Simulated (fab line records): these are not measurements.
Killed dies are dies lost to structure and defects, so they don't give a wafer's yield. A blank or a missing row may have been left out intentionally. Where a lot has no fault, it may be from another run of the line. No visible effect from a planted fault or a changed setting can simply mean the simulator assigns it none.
Chamber matching	flow nand harc	4 sister chambers for NHARC_A_WL_FILL_ALD_00 on ald hk-02
The step deposits Al2O3, target thk 3 nm, pulse time 3 s, ald cycles 30. 22 wafers are shown with their chamber, then 11 later ones without.

WAFERS PAIRED WITH THEIR CHAMBERS
wafer	chamber	heater power w (W)	precursor pulse height rel
L077.1	2	389	1.021
L077.3	1	477	1.022
L077.6	3	488	0.986
L076.1	1	488	0.979
L076.2	2	395	0.975
L076.3	0	487	0.990
L076.4	3	480	1.000
L076.5	1	486	0.990
L076.6	0	489	0.986
L078.2	2	374	1.014
L078.4	3	472	0.977
L078.6	0	482	1.006
L081.1	0	474	1.003
L081.4	1	484	0.995
L081.6	2	385	0.994
L082.2	0	476	1.000
L082.4	3	478	0.966
L082.6	0	473	0.995
L086.1	3	469	1.034
L086.2	0	468	1.002
L086.4	2	383	0.993
L088.1	1	487	1.012

SIGNATURES, as means of the wafers listed above
reading	chamber 0	chamber 1	chamber 2	chamber 3	scatter within a chamber
heater power w	478.43	484.40	385.20	477.40	7.07
precursor pulse height rel	0.99743	0.99960	0.99940	0.99260	0.0177
Rule: distance of a wafer from a chamber = root of the sum over the readings of ((wafer's reading minus chamber's mean) / reading's scatter) squared. The wafer belongs to the nearest chamber; if the next one is less than 2 further off, it can't be placed. How the scatter is found: for the shown wafers, subtract from each reading the mean of its chamber, square and add these, divide the total by (wafers less chambers), then take the root.

WAFERS WITH NO CHAMBER GIVEN
wafer	heater power w (W)	precursor pulse height rel
L088.4	392	1.017
L088.5	383	0.996
L090.1	485	1.019
L090.4	469	0.992
L090.6	482	0.992
L089.2	487	0.999
L089.4	484	1.000
L089.5	483	0.989
L093.2	476	1.004
L093.3	381	1.003
L093.6	476	1.011

WHICH CHAMBER EACH WENT THROUGH
wafer	from the rows above	in truth
L088.4	2	2
L088.5	2	2
L090.1	can't be placed: 1 or 0 or 3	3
L090.4	can't be placed: 3 or 0 or 1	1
L090.6	can't be placed: 1 or 0 or 3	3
L089.2	can't be placed: 1 or 0 or 3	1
L089.4	can't be placed: 1 or 0 or 3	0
L089.5	can't be placed: 1 or 0 or 3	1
L093.2	can't be placed: 0 or 3 or 1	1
L093.3	2	2
L093.6	can't be placed: 0 or 3 or 1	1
Placed correctly: 3 of 11. Cannot be placed on the basis of these rows: 8; the candidates contain the true chamber in 8. Wrongly placed: 0.
